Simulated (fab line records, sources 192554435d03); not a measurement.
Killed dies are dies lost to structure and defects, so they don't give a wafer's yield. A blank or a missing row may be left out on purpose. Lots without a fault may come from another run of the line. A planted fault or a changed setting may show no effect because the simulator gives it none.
One fault seen from 2 desks | flow n5_finfet | each desk has only its own numbers; what lay behind them comes last

THE METROLOGY DESK
What the gauges read, lot by lot, whatever tool the lot ran on: means of the sampled wafers that have a number. A lot is out of limits, marked OUT, if its mean lies more than 4 standard deviations from the usual mean; the brackets give that distance. Of its 11 readings 7 are shown: the one that was out of limits first, and those that lie furthest out on some lot.
Columns: A = DIBL_N at N5_BEOL_M4_RC_MEAS_101, usual 35.1 mV/V; B = DIBL_P at N5_BEOL_M4_RC_MEAS_101, usual 35.2 mV/V; C = IOFF_N at N5_BEOL_M4_RC_MEAS_101, usual 0.146 nA/um; D = IOFF_P at N5_BEOL_M4_RC_MEAS_101, usual 0.20 nA/um; E = RS_PWELL at N5_BEOL_M4_RC_MEAS_101, usual 3016 ohm/sq; F = SS_P at N5_BEOL_M4_RC_MEAS_101, usual 73.1 mV/dec; G = VT_N at N5_BEOL_M4_RC_MEAS_101, usual 250 mV
lot  | first seen here | A    | B    | C     | D    | E              | F    | G
L917 | day 10 05:39    | 35.5 | 36.0 | 0.136 | 0.19 | 2997           | 73.4 | 253
L923 | day 11 23:48    | 33.7 | 34.6 | 0.137 | 0.21 | 3272 (+13) OUT | 73.2 | 250
L924 | day 12 06:41    | 35.3 | 35.8 | 0.135 | 0.18 | 3258 (+12) OUT | 73.0 | 252
L925 | day 12 08:31    | 33.5 | 33.0 | 0.113 | 0.16 | 3225 (+10) OUT | 72.5 | 256
L931 | day 14 15:42    | 33.3 | 33.8 | 0.124 | 0.18 | 3021           | 72.1 | 252
This desk's finding: out of limits on L923, L924, L925; first on L923, day 11 23:48 (RS_PWELL at N5_BEOL_M4_RC_MEAS_101). In limits: L917, L931.

THE TOOL OWNER'S DESK: implanter-02
The tool's own readings at N5_WELL_APT_IMPLANT_31: means of the sampled wafers that have a number, for each lot that ran on this tool. A lot is out of limits, marked OUT, if its mean lies more than 4 standard deviations from the usual mean; the brackets give that distance.
Columns: A = dose_ions_cm2 at N5_WELL_APT_IMPLANT_31, usual 1.5001e+13; B = faraday_current_uA at N5_WELL_APT_IMPLANT_31, usual 190; C = rotation_deg at N5_WELL_APT_IMPLANT_31, usual 0.002 degrees
lot  | first seen here | A                            | B              | C
L917 | day 3 21:03     | 1.4986e+13                   | 187            | 0.014
L923 | day 5 09:28     | 1.3238e+13 (-99 or more) OUT | 168 (-5.4) OUT | -0.023
L924 | day 5 15:06     | 1.3239e+13 (-99 or more) OUT | 169 (-5.0) OUT | -0.005
L925 | day 5 21:52     | 1.3261e+13 (-99 or more) OUT | 170 (-4.8) OUT | -0.006
This desk's finding: out of limits on L923, L924, L925; first on L923, day 5 09:28 (dose_ions_cm2 at N5_WELL_APT_IMPLANT_31). In limits: L917.

PUT TOGETHER
The tool owner's desk could have raised an alarm at day 5 09:28, on L923, L924, L925.
The metrology desk could have raised an alarm at day 11 23:48, on L923, L924, L925.
Of the lots named, all ran N5_WELL_APT_IMPLANT_31 on implanter-02.

WHAT THE SIMULATOR HAD PUT IN
Process parameter drift: implanter-02, from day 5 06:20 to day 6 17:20, at N5_WELL_APT_IMPLANT_31. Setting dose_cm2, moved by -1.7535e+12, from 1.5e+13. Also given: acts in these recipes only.
Lots struck among those shown: L923, L924, L925.
Hours from the fault's start to each desk's first reading out of limits: the tool owner's desk, 3; the metrology desk, 161.
